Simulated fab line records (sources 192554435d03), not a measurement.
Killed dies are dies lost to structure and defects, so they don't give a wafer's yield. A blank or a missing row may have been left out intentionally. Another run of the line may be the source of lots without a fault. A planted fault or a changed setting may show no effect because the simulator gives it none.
Matching of chambers / flow n5Finfet / N5_BEOL_M6_CURE_74 on uvCure-03: 3 sister chambers
The step cures SiCOH lowk, time 240 s. 6 wafers are shown with their chamber, then 11 later ones without.

## WAFERS PAIRED WITH THEIR CHAMBERS
wafer=L074.4; chamber=2; wafer_temp_C_max=386.3; lampPowerPct (%)=52.29
wafer=L074.6; chamber=2; wafer_temp_C_max=386.4; lampPowerPct (%)=52.32
wafer=L075.6; chamber=0; wafer_temp_C_max=387.8; lampPowerPct (%)=52.39
wafer=L085.4; chamber=1; wafer_temp_C_max=387.1; lampPowerPct (%)=52.20
wafer=L085.6; chamber=1; wafer_temp_C_max=387.4; lampPowerPct (%)=52.27
wafer=L087.1; chamber=0; wafer_temp_C_max=388.6; lampPowerPct (%)=52.33

## WAFERS WHOSE CHAMBER IS MISSING
wafer=L087.2; wafer_temp_C_max=387.1; lampPowerPct (%)=52.24
wafer=L087.5; wafer_temp_C_max=387.9; lampPowerPct (%)=52.39
wafer=L086.2; wafer_temp_C_max=385.9; lampPowerPct (%)=52.38
wafer=L086.4; wafer_temp_C_max=386.0; lampPowerPct (%)=52.30
wafer=L086.5; wafer_temp_C_max=386.5; lampPowerPct (%)=52.38
wafer=L091.2; wafer_temp_C_max=386.6; lampPowerPct (%)=52.22
wafer=L091.5; wafer_temp_C_max=387.1; lampPowerPct (%)=52.36
wafer=L091.6; wafer_temp_C_max=386.7; lampPowerPct (%)=52.25
wafer=L095.2; wafer_temp_C_max=387.0; lampPowerPct (%)=52.39
wafer=L095.5; wafer_temp_C_max=387.2; lampPowerPct (%)=52.28
wafer=L095.6; wafer_temp_C_max=387.1; lampPowerPct (%)=52.31

## EACH ONE'S CHAMBER
wafer=L087.2; from the rows above=1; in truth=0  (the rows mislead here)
wafer=L087.5; from the rows above=0; in truth=0
wafer=L086.2; from the rows above=2; in truth=2
wafer=L086.4; from the rows above=2; in truth=2
wafer=L086.5; from the rows above=2; in truth=2
wafer=L091.2; from the rows above=can't be placed: 1 or 2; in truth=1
wafer=L091.5; from the rows above=can't be placed: 2 or 0 or 1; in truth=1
wafer=L091.6; from the rows above=can't be placed: 1 or 2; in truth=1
wafer=L095.2; from the rows above=can't be placed: 2 or 0 or 1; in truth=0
wafer=L095.5; from the rows above=can't be placed: 1 or 2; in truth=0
wafer=L095.6; from the rows above=can't be placed: 1 or 2 or 0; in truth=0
Correctly placed: 4 of 11. Cannot be placed on the basis of these rows: 6; the candidates contain the true chamber in 5. Number placed wrongly: 1.
How it was worked out, from the rows above alone: a wafer's distance from a chamber is the root of the sum, over the readings, of the square of ((its reading less the chamber's mean) divided by the reading's scatter). If the next closest chamber is less than 2 further off than the closest, the wafer can't be placed; otherwise it belongs to the closest. For every chamber, the mean is computed from those of its wafers that are shown. The scatter: the root of (the sum of the squares of (reading less its chamber's mean) over the shown wafers, divided by (wafers less chambers)).
